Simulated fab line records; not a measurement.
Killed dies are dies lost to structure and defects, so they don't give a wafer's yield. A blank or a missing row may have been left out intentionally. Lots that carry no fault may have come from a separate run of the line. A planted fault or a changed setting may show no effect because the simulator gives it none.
Matching of chambers / flow nand-harc / NHARC_A_WL_FILL_ETCHBACK_26 on rie-si-04 has 4 sister chambers
The step etches the open film in HBr, target depth 52 nm, time 13.3 s. 4 wafers are shown with their chamber, then 8 later ones without.

## WAFERS PAIRED WITH THEIR CHAMBERS
wafer=L086.2; chamber=0; drypump-motor-current-A (A)=5.9
wafer=L088.4; chamber=2; drypump-motor-current-A (A)=5.5
wafer=L088.5; chamber=3; drypump-motor-current-A (A)=5.5
wafer=L090.1; chamber=1; drypump-motor-current-A (A)=5.6

## WAFERS MISSING THEIR CHAMBER
wafer=L090.5; drypump-motor-current-A (A)=5.5
wafer=L090.6; drypump-motor-current-A (A)=5.6
wafer=L096.2; drypump-motor-current-A (A)=5.4
wafer=L096.4; drypump-motor-current-A (A)=5.7
wafer=L096.5; drypump-motor-current-A (A)=5.5
wafer=L097.2; drypump-motor-current-A (A)=5.5
wafer=L097.4; drypump-motor-current-A (A)=5.9
wafer=L097.5; drypump-motor-current-A (A)=5.7

## WHICH CHAMBER EACH ONE RAN IN
wafer=L090.5; from the rows above=can't be placed: 2 or 3 or 1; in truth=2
wafer=L090.6; from the rows above=can't be placed: 1 or 2 or 3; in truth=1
wafer=L096.2; from the rows above=can't be placed: 2 or 3 or 1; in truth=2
wafer=L096.4; from the rows above=can't be placed: 1 or 0 or 2 or 3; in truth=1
wafer=L096.5; from the rows above=can't be placed: 2 or 3 or 1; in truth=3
wafer=L097.2; from the rows above=can't be placed: 2 or 3 or 1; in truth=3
wafer=L097.4; from the rows above=0; in truth=0
wafer=L097.5; from the rows above=can't be placed: 1 or 0 or 2 or 3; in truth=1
Placed correctly: 1 of 8. From these rows, 7 cannot be placed; in 7 the true chamber is one of the candidates. Number placed wrongly: 0.
How it was worked out, from the rows above alone: a wafer's distance from a chamber is the root of the sum, over the readings, of the square of ((its reading less the chamber's mean) divided by the reading's scatter). If the next closest chamber is less than 2 further off than the closest, the wafer can't be placed; otherwise it belongs to the closest. Each chamber's mean is taken over the wafers shown for it. The scatter: root of mean squared gap, hidden wafer to nearest shown wafer, with one shown wafer a chamber.
